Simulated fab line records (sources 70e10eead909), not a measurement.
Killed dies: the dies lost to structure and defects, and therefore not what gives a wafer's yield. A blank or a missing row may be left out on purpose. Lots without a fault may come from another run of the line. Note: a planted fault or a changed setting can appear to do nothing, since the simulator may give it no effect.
fab line records ; flow nandHarc
record: lots: 6; wafers: 18; lastDay: 28
route steps=1159 shown P_BONDPAD@357
lots with no fault: from the same line, run without faults
startH: the number of hours between the record's first day and the start of the first shown wafer of the lot ; waitH: time in hours since the lot's previous step ; " unchanged from the row above ; L1.1+2: several wafers, shown together as one row ; - no value, or no start was given ; * or withheld: withheld ; < > ~ a bound
route shown NAME@n: a module of which the file shows steps, and the number in the route of the first ; usual: the fault-free wafers' mean and standard deviation ; same: alike in all rows ; chamber/n: place in a boat ; sites: each site's reading ; _std_site: the standard deviation of these ; _edge_site: the outer-site mean with the inner-site mean subtracted ; radiusMm: how far each site lies from the wafer's centre ; mask NAME#n: copy n ; behind: tool/chamber where the wafer was last shaped ; hold: reason for holding the lot/hours on hold/outcome of the hold ; device: transistor that didn't switch, given as n, p or np ; end of line: the tests these same wafers got at the end of their route ; a step with no rows: only its recipe ; killed: at the first sort, the dies lost to defects and structure; wafer yield is something else ; map: shows each die of a wafer: x if killed, . if not, _ if none is there
set.NAME: the setting as run; set.NAME@STEP: as run at that earlier step ; model.NAME: the simulator's own value behind a step, which no gauge read
a table for each step, a row for each wafer; lots at some steps of the route
services: a tool's chamber out of use, with start hour (startH, from the record's first day; less than 0 if before it), hours out, and reason
== steps ==
step: NHARC_P_BONDPAD_COAT_36
recipe: tempC: 200; timeS: 65
step: NHARC_P_BONDPAD_COAT_03
recipe: spinRpm: 2000; resistThkNm: 600
step: NHARC_P_BONDPAD_SOFTBAKE_04
recipe: tempC: 125; timeS: 70
step: NHARC_P_BONDPAD_EBR_05
step: NHARC_P_BONDPAD_EXPOSE_06
recipe: na: 0.55; doseMj: 37.06; maskId: P_BPAD
step: NHARC_P_BONDPAD_PEB_07
recipe: pebTempC: 128; pebTimeS: 80
step: NHARC_P_BONDPAD_DEVELOP_08
recipe: timeS: 50; devTempC: 22
step: NHARC_P_BONDPAD_CD_MEAS_09
recipe: targetCdNm: 500; landingEnergyEv: 500
usual: cdNm: 500.8/1.5
same: landingEnergyEv: 500
lot.wafer;tool;chamber;startH;waitH;cdNm
L160.2;cdSem-02;0;192.85;-;502.6
L160.4;cdSem-02;0;192.85;-;501.5
L160.5;cdSem-02;0;192.85;-;504.1
L163.1;cdSem-02;0;201.60;-;500.1
L163.4;cdSem-02;0;201.60;-;502.4
L163.5;cdSem-02;0;201.60;-;499.7
L164.3;cdSem-01;0;208.45;-;499.6
L164.4;cdSem-01;0;208.45;-;498.6
L164.6;cdSem-01;0;208.45;-;499.8
L170.3;cdSem-03;0;223.51;-;501.3
L170.5;cdSem-03;0;223.51;-;499.8
L170.6;cdSem-03;0;223.51;-;502.8
L172.3;cdSem-02;0;227.29;-;500.9
L172.4;cdSem-02;0;227.29;-;503.6
L172.5;cdSem-02;0;227.29;-;501.5
L179.3;cdSem-02;0;260.17;-;499.8
L179.4;cdSem-02;0;260.17;-;497.8
L179.5;cdSem-02;0;260.17;-;501.4
step: NHARC_P_BONDPAD_OVL_MEAS_38
usual: overlayXNm: -2/6.6; overlayYNm: -1/7.3
lot.wafer;tool;chamber;startH;waitH;overlayXNm;overlayYNm
L160.2;overlay-01;-;192.96;-;9;4
L160.4;overlay-01;-;192.96;-;9;4
L160.5;overlay-01;-;192.96;-;9;3
L163.1;overlay-01;-;201.69;-;5;-10
L163.4;overlay-01;-;201.69;-;6;-9
L163.5;overlay-01;-;201.69;-;5;-9
L164.3;overlay-02;-;208.54;-;-4;2
L164.4;overlay-02;-;208.54;-;-5;2
L164.6;overlay-02;-;208.54;-;-5;2
L170.3;overlay-02;-;223.60;-;-8;-5
L170.5;overlay-02;-;223.60;-;-8;-5
L170.6;overlay-02;-;223.60;-;-8;-4
L172.3;overlay-01;-;227.37;-;-9;4
L172.4;overlay-01;-;227.37;-;-10;4
L172.5;overlay-01;-;227.37;-;-10;3
L179.3;overlay-01;-;260.26;-;-5;6
L179.4;overlay-01;-;260.26;-;-6;5
L179.5;overlay-01;-;260.26;-;-6;5
step: NHARC_P_BONDPAD_HARDBAKE_10
recipe: tempC: 118; timeS: 65
step: NHARC_P_BONDPAD_DESCUM_11
recipe: timeS: 3; o2FlowSccm: 200; arFlowSccm: 0; biasPowerW: 0; chemistry: O2
usual: drypumpMotorCurrentA: 5.9/0.32; oesProductAu: 0.996/0.011; rfVppV: 57.9/0.87; showerheadPlenumPTorr: 1.93/0.082; throttleValvePct: 11.311/0.0083
lot.wafer;tool;chamber;startH;waitH;drypumpMotorCurrentA;oesProductAu;rfHoursCounterH;rfVppV;showerheadPlenumPTorr;throttleValvePct
L160.4;rieDiel-01;0;193.08;-;6.0;1.009;7;58.6;1.95;11.315
L160.2;rieDiel-01;2;193.08;-;6.0;1.008;6;57.6;2.03;11.304
L160.5;rieDiel-01;1;193.08;-;6.4;0.989;-;58.4;1.84;11.299
L163.1;rieDiel-01;1;201.81;-;6.4;0.976;6;58.3;1.84;11.298
L163.4;rieDiel-01;2;201.81;-;6.0;1.004;7;58.2;2.03;11.306
L163.5;rieDiel-01;1;201.81;-;6.4;0.970;-;57.7;1.84;11.330
L164.4;rieDiel-01;1;208.67;-;6.4;0.993;7;58.3;1.84;11.305
L164.3;rieDiel-01;3;208.67;-;5.7;1.006;9;56.6;1.90;11.315
L164.6;rieDiel-01;0;208.67;-;6.0;1.012;-;57.9;1.95;11.298
L170.3;rieDiel-01;0;223.75;-;6.0;0.981;10;57.6;1.95;11.310
L170.6;rieDiel-01;1;223.75;-;6.4;0.975;-;57.6;1.84;11.311
L170.5;rieDiel-01;2;223.75;-;6.0;1.001;-;58.4;2.03;11.312
L172.4;rieDiel-01;2;227.49;-;6.0;1.009;10;58.4;2.03;11.300
L172.3;rieDiel-01;1;227.49;-;6.4;0.973;9;57.3;1.84;11.315
L172.5;rieDiel-01;3;227.49;-;5.7;0.991;-;57.8;1.90;11.306
L179.4;rieDiel-11;1;260.38;-;5.8;1.003;3;56.9;1.99;11.311
L179.3;rieDiel-11;2;260.38;-;5.9;0.985;9;57.3;1.80;11.318
L179.5;rieDiel-11;2;260.38;-;5.9;0.983;-;58.2;1.80;11.329
step: NHARC_P_BONDPAD_ETCH_37
recipe: targetDepthA: 600; overetchA: 180; timeS: 65.91; ionEnergyEv: 200; n2FlowSccm: 150; h2FlowSccm: 150; arFlowSccm: 0; rfW: 400; biasW: 150; chemistry: N2/H2
usual: drypumpMotorCurrentA: 5.9/0.32; oesProductAu: 0.996/0.011; rfVppV: 430.9/2.6; runLengthS: 87.1/0.4; showerheadPlenumPTorr: 2.06/0.09; throttleValvePct: 14.172/0.0085
lot.wafer;tool;chamber;startH;waitH;drypumpMotorCurrentA;oesProductAu;rfHoursCounterH;rfVppV;runLengthS;showerheadPlenumPTorr;throttleValvePct
L160.4;rieDiel-01;0;193.17;0.1;6.0;1.005;7;431.4;86.7;2.08;14.176
L160.2;rieDiel-01;2;193.17;0.1;6.0;0.999;6;435.1;87.3;2.17;14.181
L160.5;rieDiel-01;1;193.17;0.1;6.4;0.979;-;427.3;87.4;1.96;14.164
L163.4;rieDiel-01;1;201.91;0.1;6.4;0.993;6;427.3;87.3;1.96;14.166
L163.1;rieDiel-01;2;201.91;0.1;6.0;1.004;7;432.7;87.2;2.17;14.165
L163.5;rieDiel-01;3;201.91;0.1;5.7;0.998;-;430.4;87.0;2.03;14.167
L164.4;rieDiel-01;2;208.75;0.1;6.0;1.004;8;434.4;86.9;2.17;14.177
L164.3;rieDiel-01;3;208.75;0.1;5.8;0.989;9;429.9;87.6;2.03;14.180
L164.6;rieDiel-01;2;208.75;0.1;6.0;0.997;-;433.0;86.8;2.17;14.177
L170.3;rieDiel-01;2;223.82;0.1;6.0;1.010;9;433.5;86.6;2.17;14.172
L170.5;rieDiel-01;0;223.82;0.1;6.0;0.999;-;431.3;86.9;2.08;14.162
L170.6;rieDiel-01;1;223.82;0.1;6.5;0.980;-;429.9;87.3;1.96;14.167
L172.4;rieDiel-01;2;227.59;0.1;6.0;1.004;10;435.6;87.1;2.17;14.181
L172.3;rieDiel-01;0;227.59;0.1;6.0;0.997;11;433.1;87.2;2.08;14.162
L172.5;rieDiel-01;1;227.59;0.1;6.4;0.975;-;427.6;87.1;1.96;14.184
L179.4;rieDiel-11;3;260.47;0.1;5.3;1.001;10;432.7;87.6;2.09;14.179
L179.3;rieDiel-11;2;260.47;0.1;5.9;0.985;9;427.5;86.4;1.91;14.173
L179.5;rieDiel-11;0;260.47;0.1;6.1;1.017;-;434.0;87.1;2.21;14.181
step: NHARC_P_BONDPAD_ETCH_12
recipe: targetDepthA: 2000; timeS: 100; chf3FlowSccm: 50; o2FlowSccm: 10; arFlowSccm: 200; rfW: 500; biasW: 200; chemistry: CHF3/O2
usual: drypumpMotorCurrentA: 5.9/0.32; oesProductAu: 0.940/0.022; rfVppV: 370.9/2.2; runLengthS: 121.2/0.43; showerheadPlenumPTorr: 2.42/0.097; throttleValvePct: 20.573/0.0096
lot.wafer;tool;chamber;startH;waitH;drypumpMotorCurrentA;oesProductAu;rfHoursCounterH;rfVppV;runLengthS;showerheadPlenumPTorr;throttleValvePct
L160.4;rieDiel-01;2;193.26;-;6.0;0.930;6;373.1;120.9;2.55;20.577
L160.2;rieDiel-01;3;193.26;-;5.8;0.935;7;369.9;121.2;2.39;20.579
L160.5;rieDiel-01;3;193.26;-;5.8;0.927;-;370.4;121.4;2.39;20.593
L163.4;rieDiel-01;1;202.00;-;6.4;0.901;6;368.1;121.0;2.31;20.594
L163.1;rieDiel-01;3;202.00;-;5.7;0.928;8;369.9;121.5;2.39;20.568
L163.5;rieDiel-01;0;202.00;-;6.0;0.936;-;371.6;120.7;2.45;20.587
L164.3;rieDiel-01;0;208.84;-;6.0;0.918;9;372.2;120.9;2.45;20.571
L164.4;rieDiel-01;1;208.84;-;6.4;0.905;7;368.6;121.1;2.31;20.594
L164.6;rieDiel-01;1;208.84;-;6.4;0.906;-;369.5;121.3;2.31;20.576
L170.3;rieDiel-01;1;223.91;-;6.4;0.908;9;369.0;121.4;2.31;20.562
L170.5;rieDiel-01;0;223.91;-;6.0;0.916;-;373.2;111.2;2.45;20.571
L170.6;rieDiel-01;1;223.91;-;6.4;0.920;-;368.3;111.9;2.31;20.565
L172.3;rieDiel-01;0;227.68;-;6.0;0.926;11;371.5;121.3;2.45;20.585
L172.4;rieDiel-01;1;227.68;-;6.5;0.895;9;367.2;121.4;2.31;20.579
L172.5;rieDiel-01;3;227.68;-;5.8;0.915;-;371.4;111.7;2.39;20.571
L179.3;rieDiel-11;0;260.57;-;6.0;0.984;10;375.1;121.3;2.59;20.565
L179.4;rieDiel-11;1;260.57;-;5.8;0.920;3;372.1;121.0;2.49;20.572
L179.5;rieDiel-11;3;260.57;-;5.3;0.966;-;371.3;121.8;2.46;20.570
step: NHARC_P_BONDPAD_CD_MEAS_13
usual: cdNm: 500.1/1.6
lot.wafer;tool;chamber;startH;waitH;cdNm
L160.2;cdSem-01;-;193.40;-;501.9
L160.4;cdSem-01;-;193.40;-;502.4
L160.5;cdSem-01;-;193.40;-;502.1
L163.1;cdSem-02;-;202.13;-;498.7
L163.4;cdSem-02;-;202.13;-;501.6
L163.5;cdSem-02;-;202.13;-;499.5
L164.3;cdSem-01;-;209.00;-;498.9
L164.4;cdSem-01;-;209.00;-;497.1
L164.6;cdSem-01;-;209.00;-;498.2
L170.3;cdSem-02;-;224.04;-;499.9
L170.5;cdSem-02;-;224.04;-;498.7
L170.6;cdSem-02;-;224.04;-;500.9
L172.3;cdSem-02;-;227.81;-;500.5
L172.4;cdSem-02;-;227.81;-;502.9
L172.5;cdSem-02;-;227.81;-;500.5
L179.3;cdSem-01;-;260.70;-;500.5
L179.4;cdSem-01;-;260.70;-;496.8
L179.5;cdSem-01;-;260.70;-;500.5
== services ==
tool;chamber;startH;hours;kind
rieDiel-01;0;171.30;-;clean
rieDiel-01;1;171.30;-;clean
rieDiel-01;2;171.30;-;clean
rieDiel-01;3;171.30;-;clean
rieDiel-01;1;173.41;8.6;repair
rieDiel-11;0;178.67;3.2;repair
rieDiel-11;-;189.51;9.0;pm
rieDiel-01;0;195.80;-;clean
rieDiel-01;1;195.80;-;clean
rieDiel-01;2;195.80;-;clean
rieDiel-01;3;195.80;-;clean
rieDiel-11;1;212.34;12.9;repair
rieDiel-01;2;215.67;2.9;repair
rieDiel-01;0;220.30;-;clean
rieDiel-01;1;220.30;-;clean
rieDiel-01;2;220.30;-;clean
rieDiel-01;3;220.30;-;clean
rieDiel-01;1;241.90;7.6;repair
rieDiel-01;0;244.80;-;clean
rieDiel-01;2;244.80;-;clean
rieDiel-01;3;244.80;-;clean
rieDiel-11;1;247.87;8.7;repair
rieDiel-01;3;254.73;4.3;repair
rieDiel-01;0;256.57;8.6;repair
== key ==
firstSign: step: NHARC_P_BONDPAD_ETCH_12; reading: runLengthS; direction: down; sigmas: 22; usual: *; struck: *
effect none on later readings
metAt NHARC_P_BONDPAD_ETCH_12
struckWafers L170.5,L170.6,L172.5
laterRowsLeftOut L170.5,L170.6,L172.5
sortLeftOut L170.5,L170.6,L172.5
onsetBetween 208.84 223.91
fault: kind: processParameterDrift; tool: rieDiel-01; chamber: -; onsetH: 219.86; steps: NHARC_P_BONDPAD_ETCH_12; channel: timeS; offset: *; shape: step; endH: 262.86; scope: struckWafersOnly; actsIn: *; stated: *
sortLeftOut: the simulated sort isn't trusted on such a fault, so these wafers' sort isn't shown, and their yield isn't known
laterRowsLeftOut: the simulator's readings of these wafers behind a module that went badly wrong aren't trusted and aren't shown, but for the sort
